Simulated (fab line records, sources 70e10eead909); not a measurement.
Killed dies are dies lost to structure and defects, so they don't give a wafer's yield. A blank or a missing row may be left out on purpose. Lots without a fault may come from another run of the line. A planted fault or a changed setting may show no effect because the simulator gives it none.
fab line records | flow nand_harc
record lots=24 wafers=72 last_day=34
route steps=1302 shown A_CONTACT@1049 A_BLC@1123
lots that met no fault: from a run of the same line without faults
start_h: hours from the record's first day to the start of the lot's first wafer shown | wait_h: hours since the lot's step before | " the same as in the row above | L1.1+2: a row that stands for several wafers | - no value, or no start given | * or withheld: withheld | < > ~ a bound
route shown NAME@n: a module of which the file shows steps, and the number in the route of the first | usual: mean/standard deviation of fault-free wafers | same: alike in all rows | chamber/n: place in a boat | sites: the reading at each site | _std_site: their standard deviation | _edge_site: outer sites' mean less inner sites' | radius_mm: how far each site lies from the wafer's centre | mask NAME#n: copy n | behind: the tool/chamber that last shaped the wafer | hold: why the lot was held/for how many hours/how that ended | device: the transistor (n, p or np) that didn't switch | end of line: the same wafers' tests at the end of the route | a step without rows: its recipe alone | killed: dies lost to structure and defects at the first sort, not the wafer's yield | map: a wafer's dies, x killed, . not, _ none there
set.NAME: the setting as run; set.NAME@STEP: as run at that earlier step | model.NAME: the simulator's own value behind a step, which no gauge read
steps of the route over a sample of lots; a table a step, a row a wafer
services: from which hour (start_h, from the record's first day; less than 0 if before it) a tool's chamber was out of use, for how many hours, and why
## steps
# step NHARC_A_CONTACT_ETCH_126
# recipe source_w=withheld pressure_mtorr=20 bias_v=3000 time_s=197 target_depth_a=19180 ar_flow_sccm=withheld c4f8_flow_sccm=withheld o2_flow_sccm=withheld chemistry=C4F8/O2/Ar
# usual chamber_pressure_mTorr=20.002/0.02
# columns lot.wafer tool chamber start_h wait_h chamber_pressure_mTorr rf_hours_counter_h
L074.3 har_cap_etch-02 0 501.38 0.1 19.975 -
L074.6 " 1 " " 19.999 -
L074.5 " 0 " " 19.975 -
L076.1 har_cap_etch-01 0 516.26 0.1 20.025 0
L076.3 " 0 " " 20.024 -
L076.4 " 1 " " 20.023 -
L075.2 har_cap_etch-02 1 517.58 0.1 20.006 90
L075.4 " 1 " " 20.003 -
L075.5 " 0 " " 20.019 -
L077.1 har_cap_etch-01 0 533.77 0.1 20.001 3
L077.4 " 1 " " 19.997 -
L077.5 " 1 " " 19.993 -
L080.2 har_cap_etch-02 1 548.22 0.1 19.987 96
L080.4 " 1 " " 20.016 -
L080.3 " 0 " " 20.013 -
L079.1 har_cap_etch-01 1 551.31 0.1 20.036 7
L079.4 " 0 " " 20.008 -
L079.3 " 1 " " 19.990 -
L078.2 har_cap_etch-03 1 551.47 0.1 20.018 52
L078.4 " 1 " " 20.013 -
L078.3 " 0 " " 20.017 -
L081.3 har_cap_etch-03 0 583.29 0.1 20.011 -
L081.6 " 1 " " 19.985 -
L081.5 " 0 " " 20.012 -
L082.1 har_cap_etch-02 1 585.36 0.1 19.991 101
L082.4 " 0 " " 20.021 -
L082.6 " 1 " " 20.009 -
L083.3 har_cap_etch-03 0 604.86 0.1 19.963 -
L083.4 " 1 " " 20.022 -
L083.6 " 0 " " 20.009 -
L084.1 har_cap_etch-03 0 611.63 0.1 19.999 60
L084.2 " 1 " " 20.024 60
L084.6 " 0 " " 20.011 -
L085.1 har_cap_etch-03 1 622.21 0.1 19.993 62
L085.4 " 1 " " 19.988 -
L085.5 " 1 " " 19.980 -
L087.1 har_cap_etch-02 0 622.87 0.1 19.983 109
L087.6 " 0 " " 19.963 -
L087.5 " 1 " " 19.994 -
L086.1 har_cap_etch-01 1 634.79 0.1 20.005 22
L086.3 " 1 " " 19.993 -
L086.4 " 0 " " 19.984 -
L089.1 har_cap_etch-01 0 646.30 0.1 19.991 24
L089.3 " 0 " " 19.987 -
L089.6 " 0 " " 19.989 -
L088.1 har_cap_etch-03 1 647.16 0.1 19.993 67
L088.5 " 1 " " 19.970 -
L088.6 " 0 " " 20.007 -
L090.2 har_cap_etch-01 0 664.11 0.1 20.007 28
L090.6 " 0 " " 19.996 -
L090.5 " 1 " " 19.977 -
L092.2 har_cap_etch-03 0 681.46 0.1 20.016 73
L092.3 " 1 " " 20.018 -
L092.5 " 0 " " 20.022 -
L091.2 har_cap_etch-02 1 681.56 0.1 19.974 119
L091.3 " 0 " " 20.006 -
L091.5 " 1 " " 20.003 -
L093.2 har_cap_etch-03 0 697.22 0.1 20.018 76
L093.4 " 1 " " 19.982 -
L093.5 " 0 " " 20.018 -
L094.2 har_cap_etch-01 0 699.72 0.1 19.976 35
L094.3 " 0 " " 19.977 -
L094.5 " 1 " " 20.010 -
L095.3 har_cap_etch-03 1 713.61 0.2 20.006 -
L095.4 " 0 " " 19.989 -
L095.6 " 1 " " 19.970 -
L096.1 har_cap_etch-01 0 713.79 0.1 19.986 38
L096.4 " 1 " " 20.026 -
L096.3 " 0 " " 19.984 -
L097.1 har_cap_etch-01 1 759.92 0.1 20.017 43
L097.4 " 0 " " 20.016 -
L097.5 " 1 " " 19.977 -
# step NHARC_A_CONTACT_ETCH_131
# recipe source_w=withheld pressure_mtorr=20 bias_v=3000 time_s=197 target_depth_a=19180 ar_flow_sccm=withheld c4f8_flow_sccm=withheld o2_flow_sccm=withheld chemistry=C4F8/O2/Ar
# usual chamber_pressure_mTorr=19.998/0.019
# columns lot.wafer tool chamber start_h wait_h chamber_pressure_mTorr rf_hours_counter_h
L074.3 har_cap_etch-02 0 502.47 0.2 19.968 -
L074.6 " 1 " " 20.010 -
L074.5 " 0 " " 20.021 -
L076.1 har_cap_etch-01 0 517.15 0.1 20.020 1
L076.3 " 0 " " 20.009 -
L076.4 " 1 " " 20.036 -
L075.2 har_cap_etch-02 1 518.47 0.1 19.993 91
L075.4 " 1 " " 19.997 -
L075.5 " 0 " " 19.995 -
L077.1 har_cap_etch-01 0 534.64 0.1 19.976 4
L077.4 " 1 " " 20.041 -
L077.5 " 1 " " 20.028 -
L080.2 har_cap_etch-02 1 549.10 0.1 20.030 96
L080.4 " 1 " " 19.975 -
L080.3 " 0 " " 19.976 -
L079.1 har_cap_etch-01 1 552.19 0.1 19.981 8
L079.4 " 0 " " 19.991 -
L079.3 " 1 " " 20.017 -
L078.2 har_cap_etch-03 1 552.35 0.1 19.999 53
L078.4 " 1 " " 20.019 -
L078.3 " 0 " " 19.989 -
L081.3 har_cap_etch-03 0 584.17 0.1 19.978 -
L081.6 " 1 " " 20.013 -
L081.5 " 0 " " 19.995 -
L082.1 har_cap_etch-02 1 586.24 0.1 19.984 102
L082.4 " 0 " " 19.948 -
L082.6 " 1 " " 19.995 -
L083.3 har_cap_etch-03 0 605.74 0.1 19.999 -
L083.4 " 1 " " 20.007 -
L083.6 " 0 " " 19.994 -
L084.1 har_cap_etch-03 0 612.51 0.1 19.993 61
L084.2 " 1 " " 19.988 61
L084.6 " 0 " " 20.035 -
L085.1 har_cap_etch-03 1 623.11 0.1 20.013 63
L085.4 " 1 " " 19.996 -
L085.5 " 1 " " 19.990 -
L087.1 har_cap_etch-02 0 623.75 0.1 19.974 110
L087.6 " 0 " " 19.989 -
L087.5 " 1 " " 19.999 -
L086.1 har_cap_etch-01 1 635.67 0.1 19.990 23
L086.3 " 1 " " 20.013 -
L086.4 " 0 " " 19.987 -
L089.1 har_cap_etch-01 0 647.18 0.1 20.007 25
L089.3 " 0 " " 19.987 -
L089.6 " 0 " " 19.981 -
L088.1 har_cap_etch-03 1 648.04 0.1 19.960 68
L088.5 " 1 " " 20.012 -
L088.6 " 0 " " 20.032 -
L090.2 har_cap_etch-01 0 664.99 0.1 19.968 29
L090.6 " 0 " " 19.969 -
L090.5 " 1 " " 19.964 -
L092.2 har_cap_etch-03 0 682.35 0.1 19.984 74
L092.3 " 1 " " 20.008 -
L092.5 " 0 " " 20.025 -
L091.2 har_cap_etch-02 1 682.45 0.1 20.005 120
L091.3 " 0 " " 19.957 -
L091.5 " 1 " " 20.012 -
L093.2 har_cap_etch-03 0 698.11 0.1 19.981 77
L093.4 " 1 " " 20.000 -
L093.5 " 0 " " 20.009 -
L094.2 har_cap_etch-01 0 700.60 0.1 19.974 36
L094.3 " 0 " " 19.998 -
L094.5 " 1 " " 19.999 -
L096.1 har_cap_etch-01 0 714.68 0.1 19.977 39
L096.4 " 1 " " 19.968 -
L096.3 " 0 " " 19.967 -
L095.3 har_cap_etch-03 1 714.78 0.2 19.983 -
L095.4 " 0 " " 20.023 -
L095.6 " 1 " " 19.985 -
L097.1 har_cap_etch-01 1 760.79 0.1 20.001 44
L097.4 " 0 " " 19.999 -
L097.5 " 1 " " 19.994 -
# step NHARC_A_CONTACT_ETCH_134
# recipe source_w=withheld pressure_mtorr=20 bias_v=withheld time_s=140 target_depth_a=7000 ar_flow_sccm=withheld c4f8_flow_sccm=withheld o2_flow_sccm=withheld chemistry=C4F8/O2/Ar
# usual chamber_pressure_mTorr=20.002/0.018
# columns lot.wafer tool chamber start_h wait_h chamber_pressure_mTorr rf_hours_counter_h
L074.3 har_cap_etch-03 1 508.88 - 20.023 -
L074.5 " 1 " " 20.007 -
L074.6 " 0 " " 19.995 -
L076.1 har_cap_etch-01 1 523.21 - 20.008 2
L076.3 " 1 " " 20.013 -
L076.4 " 0 " " 19.974 -
L075.2 har_cap_etch-02 0 524.56 - 20.009 92
L075.4 " 1 " " 20.004 -
L075.5 " 0 " " 20.020 -
L077.1 har_cap_etch-03 1 542.78 - 19.998 51
L077.4 " 0 " " 19.991 -
L077.5 " 1 " " 19.987 -
L080.2 har_cap_etch-02 1 555.92 - 20.047 97
L080.3 " 0 " " 20.019 -
L080.4 " 1 " " 20.032 -
L079.1 har_cap_etch-01 1 558.52 - 19.998 9
L079.3 " 0 " " 19.996 -
L079.4 " 1 " " 20.004 -
L078.2 har_cap_etch-03 1 559.25 - 19.991 54
L078.4 " 0 " " 19.972 -
L078.3 " 1 " " 19.983 -
L081.3 har_cap_etch-01 1 591.03 - 20.012 -
L081.5 " 1 " " 20.000 -
L081.6 " 0 " " 19.979 -
L082.1 har_cap_etch-03 1 592.51 - 20.003 57
L082.4 " 0 " " 20.007 -
L082.6 " 0 " " 19.973 -
L083.3 har_cap_etch-02 0 612.66 - 20.018 -
L083.4 " 1 " " 20.015 -
L083.6 " 0 " " 20.031 -
L084.1 har_cap_etch-01 0 623.09 - 20.001 21
L084.2 " 1 " " 20.004 21
L084.6 " 0 " " 20.050 -
L085.1 har_cap_etch-03 1 635.93 - 20.010 66
L085.4 " 0 " " 19.992 -
L085.5 " 0 " " 20.004 -
L087.1 har_cap_etch-02 0 636.78 - 19.990 112
L087.6 " 0 " " 19.991 -
L087.5 " 1 " " 20.008 -
L086.1 har_cap_etch-02 1 646.84 - 19.985 114
L086.4 " 0 " " 20.027 -
L086.3 " 1 " " 20.025 -
L089.1 har_cap_etch-02 0 655.30 - 20.004 115
L089.3 " 1 " " 19.979 -
L089.6 " 1 " " 20.008 -
L088.1 har_cap_etch-03 0 656.06 - 20.025 69
L088.6 " 0 " " 20.000 -
L088.5 " 1 " " 20.001 -
L090.2 har_cap_etch-01 1 672.87 - 20.006 30
L090.5 " 0 " " 19.995 -
L090.6 " 1 " " 19.991 -
L092.2 har_cap_etch-03 1 688.73 - 20.002 74
L092.3 " 0 " " 19.987 -
L092.5 " 1 " " 19.971 -
L091.2 har_cap_etch-01 0 690.20 - 20.036 33
L091.3 " 0 " " 19.999 -
L091.5 " 0 " " 20.000 -
L093.2 har_cap_etch-01 1 708.51 - 20.003 36
L093.4 " 0 " " 20.015 -
L093.5 " 0 " " 20.015 -
L094.2 har_cap_etch-02 0 709.41 - 19.991 125
L094.3 " 0 " " 19.974 -
L094.5 " 1 " " 20.027 -
L096.1 har_cap_etch-02 0 721.43 - 20.022 126
L096.4 " 1 " " 19.984 -
L096.3 " 0 " " 19.997 -
L095.3 har_cap_etch-01 0 721.47 - 19.979 -
L095.4 " 1 " " 19.977 -
L095.6 " 1 " " 20.004 -
L097.1 har_cap_etch-01 1 772.92 - 19.983 49
L097.4 " 1 " " 19.989 -
L097.5 " 1 " " 20.028 -
# step NHARC_A_CONTACT_CD_MEAS_15
# usual cd_nm=190.0/0.87
# columns lot.wafer tool chamber start_h wait_h cd_nm
L074.3 cd_sem-03 - 510.88 - 190.6
L074.5 " - " " 190.3
L074.6 " - " " 191.0
L076.1 cd_sem-01 - 525.28 - 191.2
L076.3 " - " " 190.6
L076.4 " - " " 191.0
L075.2 cd_sem-02 - 526.63 - 190.1
L075.4 " - " " 189.9
L075.5 " - " " 191.1
L077.1 cd_sem-01 - 544.82 - 189.8
L077.4 " - " " 189.8
L077.5 " - " " 190.2
L080.2 cd_sem-03 - 557.94 - 190.5
L080.3 " - " " 189.3
L080.4 " - " " 189.9
L079.1 cd_sem-01 - 561.05 - 191.3
L079.3 " - " " 190.0
L079.4 " - " " 189.6
L078.2 cd_sem-02 - 561.30 - 188.2
L078.3 " - " " 191.0
L078.4 " - " " 190.3
L081.3 cd_sem-02 - 593.09 - 189.5
L081.5 " - " " 189.7
L081.6 " - " " 191.6
L082.1 cd_sem-02 - 594.60 - 192.1
L082.4 " - " " 190.4
L082.6 " - " " 191.9
L083.3 cd_sem-01 - 614.69 - 189.6
L083.4 " - " " 190.2
L083.6 " - " " 188.9
L084.1 cd_sem-03 - 625.19 - 190.2
L084.2 " - " " 189.9
L084.6 " - " " 190.2
L085.1 cd_sem-01 - 637.98 - 190.7
L085.4 " - " " 189.3
L085.5 " - " " 190.6
L087.1 cd_sem-03 - 638.93 - 190.4
L087.5 " - " " 189.1
L087.6 " - " " 189.0
L086.1 cd_sem-02 - 648.90 - 189.8
L086.3 " - " " 189.1
L086.4 " - " " 189.8
L089.1 cd_sem-02 - 657.33 - 190.7
L089.3 " - " " 190.3
L089.6 " - " " 191.4
L088.1 cd_sem-03 - 658.13 - 188.7
L088.5 " - " " 189.8
L088.6 " - " " 189.8
L090.2 cd_sem-02 - 674.91 - 188.0
L090.5 " - " " 187.7
L090.6 " - " " 189.1
L092.2 cd_sem-01 - 690.75 - 188.5
L092.3 " - " " 190.5
L092.5 " - " " 188.7
L091.2 cd_sem-02 - 692.79 - 190.5
L091.3 " - " " 189.7
L091.5 " - " " 190.9
L093.2 cd_sem-01 - 710.58 - 190.3
L093.4 " - " " 189.6
L093.5 " - " " 190.2
L094.2 cd_sem-02 - 711.47 - 189.5
L094.3 " - " " 190.3
L094.5 " - " " 189.9
L096.1 cd_sem-03 - 723.56 0.1 188.9
L096.3 " - " " 189.1
L096.4 " - " " 188.2
L095.3 cd_sem-03 - 723.73 - 190.7
L095.4 " - " " 190.7
L095.6 " - " " 189.6
L097.1 cd_sem-03 - 774.99 - 189.4
L097.4 " - " " 189.2
L097.5 " - " " 188.9
# step NHARC_A_CONTACT_STRIP_26
# recipe o2_flow_sccm=500 ar_flow_sccm=0 bias_w=0 chemistry=O2
# usual chamber_pressure_mTorr=60.00/0.056 drypump_motor_current_A=5.7/0.34 oes_product_au=1.002/0.013 rf_vpp_V=57.7/0.89 showerhead_plenum_p_Torr=3.47/0.15 throttle_valve_pct=17.035/0.0089
# columns lot.wafer tool chamber start_h wait_h chamber_pressure_mTorr drypump_motor_current_A oes_product_au rf_hours_counter_h rf_vpp_V showerhead_plenum_p_Torr throttle_valve_pct
L074.3 rie_diel-08 3 - - 60.02 6.4 1.007 42 59.0 3.65 17.027
L074.5 " 0 " " 60.02 5.8 0.999 - 57.5 3.27 17.036
L074.6 " 1 " " 60.02 5.4 1.005 - 58.0 3.39 17.051
L076.4 rie_diel-03 2 - - 60.03 5.8 1.000 11 57.8 3.37 17.030
L076.3 " 3 " " 60.16 5.2 0.994 9 57.6 3.73 17.034
L076.1 " 0 " " 60.01 5.8 1.016 11 57.3 3.32 17.028
L075.2 rie_diel-03 3 - - 60.23 5.2 0.988 9 59.4 3.73 17.022
L075.4 " 2 " " 60.04 5.8 0.991 12 58.7 3.37 17.037
L075.5 " 0 " " 59.96 5.8 1.004 - 57.9 3.32 17.036
L077.4 rie_diel-03 2 - - 59.85 5.8 0.987 15 55.1 3.36 17.050
L077.1 " 0 " " 59.99 5.8 1.012 16 56.7 3.31 17.031
L077.5 " 2 " " 60.04 5.8 0.984 - 57.4 3.36 17.025
L080.3 rie_diel-12 2 - - 60.09 5.8 1.009 37 58.3 3.59 17.027
L080.2 " 3 " " 60.00 6.0 0.993 37 58.0 3.59 17.033
L080.4 " 1 " " 60.00 5.6 0.991 40 56.2 3.38 17.040
L079.3 rie_diel-08 3 - - 60.02 6.4 0.986 2 57.2 3.64 17.044
L079.1 " 0 " " 59.96 5.8 1.005 2 59.3 3.81 17.049
L079.4 " 1 " " 60.01 5.5 1.012 2 58.5 3.38 17.052
L078.2 rie_diel-03 1 - - 60.09 5.1 0.998 19 57.6 3.41 17.016
L078.3 " 2 " " 60.03 5.8 0.992 18 56.3 3.36 17.030
L078.4 " 3 " " 60.01 5.2 0.996 17 58.7 3.72 17.035
L081.3 rie_diel-12 1 - - 59.96 5.6 0.993 47 56.1 3.38 17.025
L081.6 " 0 " " 59.97 5.7 1.008 - 58.8 3.42 17.053
L081.5 " 3 " " 60.06 6.1 0.998 - 58.4 3.58 17.029
L082.4 rie_diel-03 0 - - 59.88 5.8 1.013 25 57.7 3.31 17.016
L082.1 " 1 " " 60.00 5.1 1.008 23 57.1 3.41 17.045
L082.6 " 1 " " 60.03 5.1 1.000 - 57.4 3.41 17.028
L083.3 rie_diel-12 1 - - 60.05 5.6 1.008 54 59.1 3.38 17.042
L083.4 " 3 " " 59.97 6.0 0.991 53 58.5 3.58 17.031
L083.6 " 0 " " 60.00 5.8 0.997 - 57.8 3.41 17.040
L084.1 rie_diel-08 2 - - 59.96 5.9 0.988 23 57.8 3.58 17.022
L084.2 " 3 " " 59.91 6.4 0.980 22 58.1 3.63 17.041
L084.6 " 1 " " 60.01 5.5 0.996 - 57.9 3.37 17.041
L085.4 rie_diel-12 1 - - 60.02 5.6 1.009 0 58.4 3.37 17.050
L085.1 " 3 " " 60.03 6.0 1.009 2 56.8 3.58 17.033
L085.5 " 2 " " 60.02 5.9 1.020 - 58.1 3.58 17.034
L087.1 rie_diel-08 1 - - 59.94 5.5 1.004 31 57.8 3.37 17.036
L087.5 " 3 " " 60.00 6.4 0.990 - 60.0 3.62 17.041
L087.6 " 0 " " 60.03 5.8 1.009 - 57.5 3.79 17.027
L086.1 rie_diel-12 3 - - 60.06 6.1 1.021 10 56.1 3.57 17.035
L086.3 " 0 " " 60.02 5.8 1.003 10 57.7 3.41 17.041
L086.4 " 3 " " 59.99 6.1 1.021 - 59.1 3.57 17.034
L089.3 rie_diel-03 0 - - 60.05 5.8 1.009 1 57.6 3.30 17.045
L089.1 " 2 " " 59.92 5.8 0.990 2 57.7 3.36 17.026
L089.6 " 0 " " 60.01 5.8 1.015 - 56.2 3.30 17.041
L088.1 rie_diel-03 3 - - 60.04 5.2 0.991 2 57.9 3.71 17.027
L088.6 " 0 " " 60.01 5.9 1.010 - 57.6 3.30 17.036
L088.5 " 1 " " 59.98 5.1 1.027 - 58.2 3.41 17.030
L090.2 rie_diel-03 0 - - 59.87 5.8 1.011 3 56.2 3.30 17.032
L090.5 " 2 " " 60.01 5.8 0.975 - 57.7 3.35 17.035
L090.6 " 1 " " 59.98 5.1 1.017 - 57.0 3.40 17.018
L092.3 rie_diel-08 0 - - 59.87 5.8 1.006 51 57.9 3.78 17.034
L092.2 " 1 " " 59.92 5.5 0.998 49 56.3 3.36 17.048
L092.5 " 3 " " 60.03 6.4 0.977 - 57.5 3.62 17.033
L091.2 rie_diel-03 2 - - 60.04 5.8 0.964 8 56.3 3.35 17.034
L091.3 " 1 " " 60.04 5.1 1.026 8 58.2 3.40 17.025
L091.5 " 1 " " 60.02 5.1 1.021 - 57.4 3.40 17.042
L093.4 rie_diel-08 1 - - 60.01 5.5 1.004 54 55.7 3.36 17.024
L093.2 " 0 " " 59.95 5.8 1.011 56 58.0 3.78 17.037
L093.5 " 2 " " 59.94 5.9 1.002 - 58.2 3.57 17.048
L094.2 rie_diel-08 1 - - 60.00 5.5 1.002 55 57.3 3.36 17.039
L094.3 " 2 " " 60.04 5.9 0.998 52 57.3 3.57 17.032
L094.5 " 1 " " 60.09 5.5 1.004 - 56.4 3.36 17.029
L096.1 rie_diel-03 2 724.09 0.1 60.06 5.9 0.974 15 57.1 3.35 17.024
L096.3 " 1 " " 59.91 5.1 1.002 - 57.3 3.40 17.019
L096.4 " 2 " " 60.02 5.8 0.978 - 56.4 3.35 17.032
L095.4 rie_diel-12 1 - - 59.91 5.6 1.005 34 57.6 3.36 17.055
L095.3 " 3 " " 59.98 6.0 0.996 35 58.6 3.56 17.035
L095.6 " 2 " " 59.99 5.9 1.008 - 57.5 3.56 17.024
L097.4 rie_diel-12 2 - - 59.92 5.9 1.013 40 56.8 3.55 17.031
L097.1 " 3 " " 60.02 6.0 1.019 53 56.6 3.55 17.038
L097.5 " 1 " " 59.99 5.6 1.003 - 58.2 3.35 17.042
# step NHARC_A_BLC_ETCH_18
# recipe target_depth_a=9100 c4f8_flow_sccm=20 o2_flow_sccm=10 ar_flow_sccm=withheld rf_w=600 bias_w=1500 chemistry=C4F8/O2/Ar
# usual chamber_pressure_mTorr=25.001/0.023 oes_product_au=0.947/0.024 rf_vpp_V=977/5.8
# columns lot.wafer tool chamber start_h wait_h chamber_pressure_mTorr oes_product_au rf_hours_counter_h rf_vpp_V
L074.3 rie_diel-02 0 - - 24.964 0.905 6 974
L074.6 " 0 " " 24.964 0.917 - 976
L074.5 " 1 " " 24.990 0.925 - 971
L076.1 rie_diel-01 3 - - 25.023 0.923 16 986
L076.4 " 0 " " 25.019 0.975 3 974
L076.3 " 1 " " 25.010 0.906 16 978
L075.4 rie_diel-01 0 - - 24.995 0.967 3 973
L075.2 " 1 " " 25.001 0.968 16 979
L075.5 " 0 " " 25.001 0.972 - 974
L077.4 rie_diel-01 0 - - 25.002 0.988 4 974
L077.1 " 2 " " 24.996 0.942 17 970
L077.5 " 0 " " 24.992 0.976 - 973
L080.3 rie_diel-07 0 - - 25.016 0.945 28 976
L080.4 " 2 " " 24.991 0.962 27 977
L080.2 " 3 " " 24.952 0.933 30 971
L079.4 rie_diel-02 1 - - 24.995 0.947 9 970
L079.3 " 2 " " 25.025 0.970 9 984
L079.1 " 3 " " 25.009 0.967 9 985
L078.2 rie_diel-02 1 - - 25.015 0.942 9 968
L078.4 " 3 " " 24.983 0.958 10 984
L078.3 " 0 " " 24.992 0.917 10 975
L081.3 rie_diel-02 3 - - 25.067 1.001 2 985
L081.6 " 3 " " 24.996 0.997 - 984
L081.5 " 0 " " 25.014 0.951 - 974
L082.1 rie_diel-01 0 598.72 0.5 25.028 0.942 2 974
L082.4 " 0 " " 24.956 0.958 - 973
L082.6 " 2 " " 25.048 0.919 - 970
L083.3 rie_diel-01 3 - - 24.994 0.929 3 987
L083.4 " 0 " " 25.023 0.963 3 972
L083.6 " 2 " " 25.005 0.956 - 971
L084.1 rie_diel-07 0 - - 24.985 0.920 48 973
L084.2 " 3 " " 24.992 0.913 48 971
L084.6 " 1 " " 25.003 0.928 - 972
L085.1 rie_diel-02 2 - - 25.019 0.973 4 984
L085.4 " 0 " " 25.020 0.950 - 974
L085.5 " 2 " " 25.017 0.970 - 983
L087.1 rie_diel-01 3 - - 24.987 0.945 5 986
L087.6 " 0 " " 25.010 0.967 - 972
L087.5 " 1 " " 24.952 0.934 - 978
L086.1 rie_diel-02 3 - - 24.980 0.948 5 985
L086.4 " 1 " " 24.979 0.942 4 970
L086.3 " 2 " " 25.032 0.941 4 983
L089.1 rie_diel-02 2 - - 25.033 0.933 5 983
L089.3 " 3 " " 24.949 0.946 6 985
L089.6 " 2 " " 25.041 0.937 - 983
L088.1 rie_diel-01 1 - - 24.999 0.951 6 978
L088.6 " 3 " " 24.981 0.959 - 986
L088.5 " 0 " " 24.985 0.960 - 973
L090.2 rie_diel-02 3 - - 25.012 0.942 7 984
L090.5 " 1 " " 25.001 0.924 - 969
L090.6 " 2 " " 25.025 0.943 - 982
L092.2 rie_diel-01 2 - - 24.999 0.936 10 971
L092.3 " 3 " " 25.000 0.913 11 985
L092.5 " 1 " " 25.033 0.922 - 977
L091.2 rie_diel-01 0 - - 24.972 0.924 12 972
L091.3 " 1 " " 25.031 0.909 11 978
L091.5 " 3 " " 24.994 0.916 - 983
L093.4 rie_diel-02 2 - - 25.020 0.969 8 985
L093.2 " 0 " " 24.972 0.965 9 974
L093.5 " 3 " " 25.027 0.983 - 984
L094.3 rie_diel-02 1 - - 24.997 0.922 8 969
L094.2 " 2 " " 24.985 0.945 8 982
L094.5 " 0 " " 25.014 0.917 - 974
L096.4 rie_diel-02 3 - - 24.955 0.946 10 984
L096.1 " 0 " " 25.004 0.913 10 974
L096.3 " 1 " " 25.026 0.925 9 968
L095.3 rie_diel-07 2 - - 24.995 0.984 24 977
L095.4 " 3 " " 24.956 0.973 21 971
L095.6 " 1 " " 24.985 0.984 - 971
L097.4 rie_diel-01 3 - - 24.995 0.966 4 985
L097.1 " 0 " " 24.997 1.002 3 975
L097.5 " 1 " " 25.017 0.971 - 979
## services
# columns tool chamber start_h hours kind
rie_diel-08 0 481.63 3.7 repair
rie_diel-03 3 483.34 3.1 repair
rie_diel-08 - 488.25 0.8 repair
rie_diel-01 - 493.19 3.4 repair
har_cap_etch-01 - 497.00 17.0 pm
rie_diel-03 3 503.18 1.4 repair
rie_diel-01 - 557.81 9.0 pm
rie_diel-02 - 570.71 9.0 pm
rie_diel-01 3 570.81 5.3 repair
rie_diel-01 2 592.87 5.7 repair
rie_diel-01 1 595.90 9.8 repair
rie_diel-03 - 600.39 0.8 repair
har_cap_etch-03 - 615.56 0.6 repair
rie_diel-03 - 635.90 9.0 pm
rie_diel-02 1 637.50 6.2 repair
rie_diel-03 - 666.95 0.5 repair
rie_diel-01 1 708.89 15.4 repair
rie_diel-02 1 723.25 2.1 repair
rie_diel-01 - 734.81 9.0 pm
rie_diel-02 - 747.71 9.0 pm
rie_diel-01 2 747.84 8.0 repair
har_cap_etch-02 - 756.90 17.0 pm
rie_diel-03 0 757.81 12.7 repair
rie_diel-01 2 774.68 2.6 repair
## key
fault none
